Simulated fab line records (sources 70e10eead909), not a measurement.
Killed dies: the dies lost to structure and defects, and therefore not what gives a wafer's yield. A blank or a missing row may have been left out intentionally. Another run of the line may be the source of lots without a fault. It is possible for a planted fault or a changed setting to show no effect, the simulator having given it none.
Chamber matching :: flow nand_harc :: NHARC_A_CONTACT_DESCUM_13 on rie_diel-13 has 4 sister chambers
The step chemistry O2, time 3 s. 8 wafers are shown with their chamber, then 7 later ones without.

## WAFERS WITH THEIR CHAMBER
wafer: L081.1
chamber: 0
drypump_motor_current_A (A): 6.3
showerhead_plenum_p_Torr (Torr): 1.94

wafer: L081.5
chamber: 2
drypump_motor_current_A (A): 6.5
showerhead_plenum_p_Torr (Torr): 1.89

wafer: L084.5
chamber: 1
drypump_motor_current_A (A): 6.4
showerhead_plenum_p_Torr (Torr): 2.05

wafer: L084.6
chamber: 2
drypump_motor_current_A (A): 6.5
showerhead_plenum_p_Torr (Torr): 1.88

wafer: L085.3
chamber: 1
drypump_motor_current_A (A): 6.4
showerhead_plenum_p_Torr (Torr): 2.05

wafer: L085.5
chamber: 3
drypump_motor_current_A (A): 5.6
showerhead_plenum_p_Torr (Torr): 2.07

wafer: L090.2
chamber: 0
drypump_motor_current_A (A): 6.3
showerhead_plenum_p_Torr (Torr): 1.94

wafer: L090.4
chamber: 3
drypump_motor_current_A (A): 5.5
showerhead_plenum_p_Torr (Torr): 2.06

## WAFERS WHOSE CHAMBER IS MISSING
wafer: L090.6
drypump_motor_current_A (A): 6.3
showerhead_plenum_p_Torr (Torr): 1.94

wafer: L090.1
drypump_motor_current_A (A): 6.4
showerhead_plenum_p_Torr (Torr): 2.04

wafer: L090.3
drypump_motor_current_A (A): 6.5
showerhead_plenum_p_Torr (Torr): 1.87

wafer: L090.5
drypump_motor_current_A (A): 5.5
showerhead_plenum_p_Torr (Torr): 2.06

wafer: L096.1
drypump_motor_current_A (A): 5.5
showerhead_plenum_p_Torr (Torr): 2.05

wafer: L096.4
drypump_motor_current_A (A): 6.5
showerhead_plenum_p_Torr (Torr): 1.87

wafer: L096.6
drypump_motor_current_A (A): 6.3
showerhead_plenum_p_Torr (Torr): 1.93

## CHAMBER TAKEN BY EACH
wafer: L090.6
from the rows above: 0
in truth: 0

wafer: L090.1
from the rows above: 1
in truth: 1

wafer: L090.3
from the rows above: 2
in truth: 2

wafer: L090.5
from the rows above: 3
in truth: 3

wafer: L096.1
from the rows above: 3
in truth: 3

wafer: L096.4
from the rows above: 2
in truth: 2

wafer: L096.6
from the rows above: 0
in truth: 0
Placed correctly: 7 of 7. Number that these rows cannot place: 0. 0 placed wrongly.
How it was worked out, from the rows above alone: a wafer's distance from a chamber is the root of the sum, over the readings, of the square of ((its reading less the chamber's mean) divided by the reading's scatter). The wafer belongs to the nearest chamber; if the next one is less than 2 further off, it can't be placed. Each chamber's mean is taken over the wafers shown for it. The scatter is the square root of a quotient: the sum, over the shown wafers, of each reading's squared deviation from its chamber's mean, divided by wafers minus chambers.
